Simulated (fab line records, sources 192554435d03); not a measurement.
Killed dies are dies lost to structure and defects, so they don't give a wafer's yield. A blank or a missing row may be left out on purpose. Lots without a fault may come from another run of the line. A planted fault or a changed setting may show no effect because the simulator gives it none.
Which tool did it? | flow n5_finfet | 12 lots, 32 wafers sampled, at 4 steps of a route of 1938

WHAT THE GAUGES READ, wafer by wafer
N5_BEOL_M8_OVL_MEAS_12. Usual: M8_OVL 0.3 nm, standard deviation 0.72.
lot  | measured     | on         | M8_OVL (nm)   | flag
L955 | day 9 14:01  | overlay-01 | 0.4 0.7       |
L957 | day 10 10:24 | overlay-02 | 0.1 0.8 -0.2  |
L961 | day 11 03:26 | overlay-01 | 0.0 0.5 0.6   |
L962 | day 11 03:40 | overlay-01 | 0.3 0.8       |
L963 | day 11 10:11 | overlay-01 | 1.5 0.1       |
L964 | day 12 05:00 | overlay-02 | 0.1 -0.3 -0.4 |
L965 | day 12 12:07 | overlay-01 | 0.0 0.2 0.0   |
L967 | day 12 19:04 | overlay-01 | 0.2 1.6 -0.1  |
L968 | day 13 08:37 | overlay-01 | 1.1 1.2       |
L969 | day 13 15:56 | overlay-02 | 7.7 8.3 7.8   | OFF
L972 | day 14 12:13 | overlay-01 | 8.4 8.0 7.8   | OFF
L978 | day 15 13:44 | overlay-01 | 0.1 -0.2 0.2  |

WHICH TOOL RAN EACH LOT (tool, then ch and the chambers of the sampled wafers, then the start)
lot  | N5_BEOL_M7_ANNEAL_51             | N5_BEOL_M8_HM_DEP_02         | N5_BEOL_M8_EXPOSE_08
L955 | rtp_anneal-02 ch 0, day 9 11:29  | pvd_sputter-02, day 9 13:37  | arfi_scanner-01 ch 0, day 9 13:52
L957 | rtp_anneal-02 ch 0, day 10 08:04 | pvd_sputter-01, day 10 09:52 | arfi_scanner-02 ch 0, day 10 10:15
L961 | rtp_anneal-02 ch 0, day 11 01:10 | pvd_sputter-02, day 11 03:02 | arfi_scanner-03 ch 0, day 11 03:17
L962 | rtp_anneal-01 ch 0, day 11 01:16 | pvd_sputter-01, day 11 03:08 | arfi_scanner-02 ch 0, day 11 03:31
L963 | rtp_anneal-01 ch 0, day 11 07:55 | pvd_sputter-02, day 11 09:38 | arfi_scanner-03 ch 0, day 11 10:02
L964 | rtp_anneal-02 ch 0, day 12 01:16 | pvd_sputter-03, day 12 04:28 | arfi_scanner-01 ch 0, day 12 04:51
L965 | rtp_anneal-02 ch 0, day 12 08:33 | pvd_sputter-01, day 12 11:35 | arfi_scanner-02 ch 0, day 12 11:57
L967 | rtp_anneal-01 ch 0, day 12 15:30 | pvd_sputter-01, day 12 18:40 | arfi_scanner-02 ch 0, day 12 18:55
L968 | rtp_anneal-02 ch 0, day 13 04:51 | pvd_sputter-02, day 13 08:05 | arfi_scanner-03 ch 0, day 13 08:27
L969 | rtp_anneal-01 ch 0, day 13 12:36 | pvd_sputter-02, day 13 15:25 | arfi_scanner-02 ch 0, day 13 15:47
L972 | rtp_anneal-01 ch 0, day 14 06:45 | pvd_sputter-02, day 14 11:41 | arfi_scanner-02 ch 0, day 14 12:04
L978 | rtp_anneal-02 ch 0, day 15 09:46 | pvd_sputter-01, day 15 13:07 | arfi_scanner-01 ch 0, day 15 13:35
- N5_BEOL_M7_ANNEAL_51: time 90 s.
- N5_BEOL_M8_HM_DEP_02: deposits TiN, target thk 20 nm.
- N5_BEOL_M8_EXPOSE_08: exposes mask M8.

WHAT THE TOOLS THEMSELVES READ (means of the sampled wafers that have a number; where no wafer has one, the mark that the record gives instead)
N5_BEOL_M7_ANNEAL_51. Usual: wafer_temp_C_max 226.3, standard deviation 0.4.
lot  | tool          | wafer_temp_C_max | flag
L955 | rtp_anneal-02 | 226.3            |
L957 | rtp_anneal-02 | 226.5            |
L961 | rtp_anneal-02 | 226.4            |
L962 | rtp_anneal-01 | 225.9            |
L963 | rtp_anneal-01 | 225.8            |
L964 | rtp_anneal-02 | 226.3            |
L965 | rtp_anneal-02 | 226.5            |
L967 | rtp_anneal-01 | 225.9            |
L968 | rtp_anneal-02 | 226.5            |
L969 | rtp_anneal-01 | 226.2            |
L972 | rtp_anneal-01 | 225.8            |
L978 | rtp_anneal-02 | 226.7            |

N5_BEOL_M8_HM_DEP_02. Usual: throttle_valve_pct 29.3 %, standard deviation 1.1.
lot  | tool           | throttle_valve_pct (%) | flag
L955 | pvd_sputter-02 | 28.8                   |
L957 | pvd_sputter-01 | 29.5                   |
L961 | pvd_sputter-02 | 30.1                   |
L962 | pvd_sputter-01 | 28.3                   |
L963 | pvd_sputter-02 | 28.4                   |
L964 | pvd_sputter-03 | 30.3                   |
L965 | pvd_sputter-01 | 29.2                   |
L967 | pvd_sputter-01 | 28.9                   |
L968 | pvd_sputter-02 | 29.3                   |
L969 | pvd_sputter-02 | 28.8                   |
L972 | pvd_sputter-02 | 28.9                   |
L978 | pvd_sputter-01 | 28.5                   |

N5_BEOL_M8_EXPOSE_08. Usual: reticle_temp_C 23.00 C, standard deviation 0.1.
lot  | tool            | reticle_temp_C (C) | flag
L955 | arfi_scanner-01 | 23.04              |
L957 | arfi_scanner-02 | 23.05              |
L961 | arfi_scanner-03 | 22.89              |
L962 | arfi_scanner-02 | 22.92              |
L963 | arfi_scanner-03 | 23.06              |
L964 | arfi_scanner-01 | 22.97              |
L965 | arfi_scanner-02 | 23.01              |
L967 | arfi_scanner-02 | 23.16              |
L968 | arfi_scanner-03 | 22.94              |
L969 | arfi_scanner-02 | 23.04              |
L972 | arfi_scanner-02 | 22.93              |
L978 | arfi_scanner-01 | 22.94              |

THE ANSWER, worked out from the rows above alone
Rule: a lot is off if the mean of its wafers that have a number lies more than 3 standard deviations from the usual mean. A lot without any number at a reading at which 4 lots or more have one is off too. The other lots that the step has rows for count as sound. The gauges are gone through in route order, then the tools' own readings, and for those a lot's mean is taken as printed above. The first step at which some lot is off is used, and at that step the reading that is off furthest; a lot without a number counts as furthest.
Off: L969, L972, at N5_BEOL_M8_OVL_MEAS_12 (M8_OVL).
A tool fits if, at a process step before that reading, it ran every lot that is off, and no sound lot after the first of them. The gauges at N5_BEOL_M8_OVL_MEAS_12 are tried like those tools. Can't be told from this: 3 tools fit, rtp_anneal-01 at N5_BEOL_M7_ANNEAL_51, pvd_sputter-02 at N5_BEOL_M8_HM_DEP_02, arfi_scanner-02 at N5_BEOL_M8_EXPOSE_08.

WHAT THE SIMULATOR HAD PUT IN
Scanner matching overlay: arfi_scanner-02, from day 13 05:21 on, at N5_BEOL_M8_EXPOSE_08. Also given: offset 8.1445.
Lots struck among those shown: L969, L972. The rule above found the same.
